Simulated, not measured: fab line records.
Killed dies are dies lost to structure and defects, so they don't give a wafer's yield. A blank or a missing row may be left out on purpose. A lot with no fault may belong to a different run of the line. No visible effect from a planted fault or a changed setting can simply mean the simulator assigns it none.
Check of tool commonality    flow n5Finfet    Sample size 10 lots and 30 wafers

== REASON FOR OPENING ==
Flagged at N5_BEOL_M8_CD_MEAS_28: reading cdNm, on 1 of 10 lots. Wafers without a fault read 40.06 nm, standard deviation 0.24.
Rule: a lot gets a flag if all its wafers with a number sit over 4 standard deviations from that mean, or if no wafer of it has a number. The other lots count as sound.

lot   measured      on        cdNm (nm), wafer by wafer  flag
L638  day 9 13:58   cdSem-01  39.91 40.17 40.05          
L637  day 9 18:04   cdSem-02  39.66 39.86 40.37          
L640  day 10 06:50  cdSem-01  40.40 39.88 40.06          
L644  day 11 00:20  cdSem-01  40.13 40.72 39.95          
L645  day 11 06:20  cdSem-01  37.73 38.41 38.30          FLAGGED
L653  day 13 07:50  cdSem-02  40.15 40.00 40.30          
L652  day 13 07:53  cdSem-01  40.41 39.54 40.00          
L654  day 13 15:07  cdSem-01  40.34 39.69 39.88          
L659  day 14 23:58  cdSem-02  40.17 40.27 40.36          
L658  day 15 00:00  cdSem-01  39.82 40.29 40.23          
The mean of the flagged lots' numbers is 38.15 nm, -1.91 nm from the usual (-8 standard deviations).

== LOT BY LOT: THE TOOL USED ==
3 process steps preceding the reading are held in the record, out of 1938 steps in the route. Cell contents, in order: the tool; ch with the chambers the sampled wafers went through; the start.
lot   flag     N5_BEOL_M8_ETCH_61                 N5_BEOL_M8_HM_OPEN_17             N5_BEOL_M8_EXPOSE_25
L638           rieDiel-03 ch 1,2,3, day 9 12:27   rieMetal-01 ch 0,1, day 9 12:41   euvScanner-02 ch 0, day 9 13:49
L637           rieDiel-03 ch 0,3, day 9 16:17     rieMetal-02 ch 0,1, day 9 16:34   euvScanner-01 ch 0, day 9 17:56
L640           rieDiel-01 ch 0,2,3, day 10 05:49  rieMetal-01 ch 1, day 10 06:04    euvScanner-01 ch 0, day 10 06:43
L644           rieDiel-03 ch 1,3, day 10 23:25    rieMetal-03 ch 0,1, day 10 23:39  euvScanner-02 ch 0, day 11 00:12
L645  FLAGGED  rieDiel-03 ch 2,3, day 11 05:23    rieMetal-02 ch 0,1, day 11 05:37  euvScanner-01 ch 0, day 11 06:12
L653           rieDiel-03 ch 0,1,2, day 13 04:23  rieMetal-02 ch 0,1, day 13 04:38  euvScanner-02 ch 0, day 13 07:43
L652           rieDiel-01 ch 0,1,2, day 13 04:39  rieMetal-01 ch 0,1, day 13 04:55  euvScanner-02 ch 0, day 13 07:46
L654           rieDiel-04 ch 1,2,3, day 13 12:49  rieMetal-02 ch 1, day 13 13:06    euvScanner-02 ch 0, day 13 14:59
L659           rieDiel-01 ch 1,2, day 14 21:47    rieMetal-02 ch 0,1, day 14 22:01  euvScanner-01 ch 0, day 14 23:50
L658           rieDiel-04 ch 0,2, day 14 21:31    rieMetal-03 ch 1, day 14 21:46    euvScanner-01 ch 0, day 14 23:53
What these steps do:
- N5_BEOL_M8_ETCH_61: etches SiARC in CF4, target depth 45.5 nm, time 75.8 s.
- N5_BEOL_M8_HM_OPEN_17: chemistry Cl2/BCl3, target TiN, target depth 20 nm, overetch 6 nm.
- N5_BEOL_M8_EXPOSE_25: exposes mask V7, target cd 40 nm.
- N5_BEOL_M8_CD_MEAS_28: target cd 40 nm.

== FLAGGED AGAINST TOTAL, ONE TOOL AT A TIME (gauges that did the reading follow at the end) ==
step                   tool           lots run  flagged  share of the flagged lots  sound lots run after its first flagged lot
N5_BEOL_M8_ETCH_61     rieDiel-01     3         0        none                       -
N5_BEOL_M8_ETCH_61     rieDiel-03     5         1        all                        1 (L653)
N5_BEOL_M8_ETCH_61     rieDiel-04     2         0        none                       -
N5_BEOL_M8_HM_OPEN_17  rieMetal-01    3         0        none                       -
N5_BEOL_M8_HM_OPEN_17  rieMetal-02    5         1        all                        3 (L653,L654,L659)
N5_BEOL_M8_HM_OPEN_17  rieMetal-03    2         0        none                       -
N5_BEOL_M8_EXPOSE_25   euvScanner-01  5         1        all                        2 (L659,L658)
N5_BEOL_M8_EXPOSE_25   euvScanner-02  5         0        none                       -
N5_BEOL_M8_CD_MEAS_28  cdSem-01       7         1        all                        3 (L652,L654,L658)
N5_BEOL_M8_CD_MEAS_28  cdSem-02       3         0        none                       -

== WHAT THE TABLE ALLOWS ==
4 rows of the table ran every flagged lot: rieDiel-03 at N5_BEOL_M8_ETCH_61, rieMetal-02 at N5_BEOL_M8_HM_OPEN_17, euvScanner-01 at N5_BEOL_M8_EXPOSE_25, cdSem-01 at N5_BEOL_M8_CD_MEAS_28.
- rieDiel-03 at N5_BEOL_M8_ETCH_61: 1 of its 5 lots flagged. Lots that were sound ran on it after the first flagged one (L653); a persistent fault on the entire tool would not allow that.
- rieMetal-02 at N5_BEOL_M8_HM_OPEN_17: 1 of its 5 lots flagged. Lots that were sound ran on it after the first flagged one (L653, L654, L659); a persistent fault on the entire tool would not allow that.
- euvScanner-01 at N5_BEOL_M8_EXPOSE_25: 1 of its 5 lots flagged. Lots that were sound ran on it after the first flagged one (L659, L658); a persistent fault on the entire tool would not allow that.
- cdSem-01 at N5_BEOL_M8_CD_MEAS_28: 1 of its 7 lots flagged. Lots that were sound ran on it after the first flagged one (L652, L654, L658); a persistent fault on the entire tool would not allow that.
Every row of the table either missed a flagged lot or ran a sound lot after the first.

== WHAT HAD BEEN PUT IN BY THE SIMULATOR ==
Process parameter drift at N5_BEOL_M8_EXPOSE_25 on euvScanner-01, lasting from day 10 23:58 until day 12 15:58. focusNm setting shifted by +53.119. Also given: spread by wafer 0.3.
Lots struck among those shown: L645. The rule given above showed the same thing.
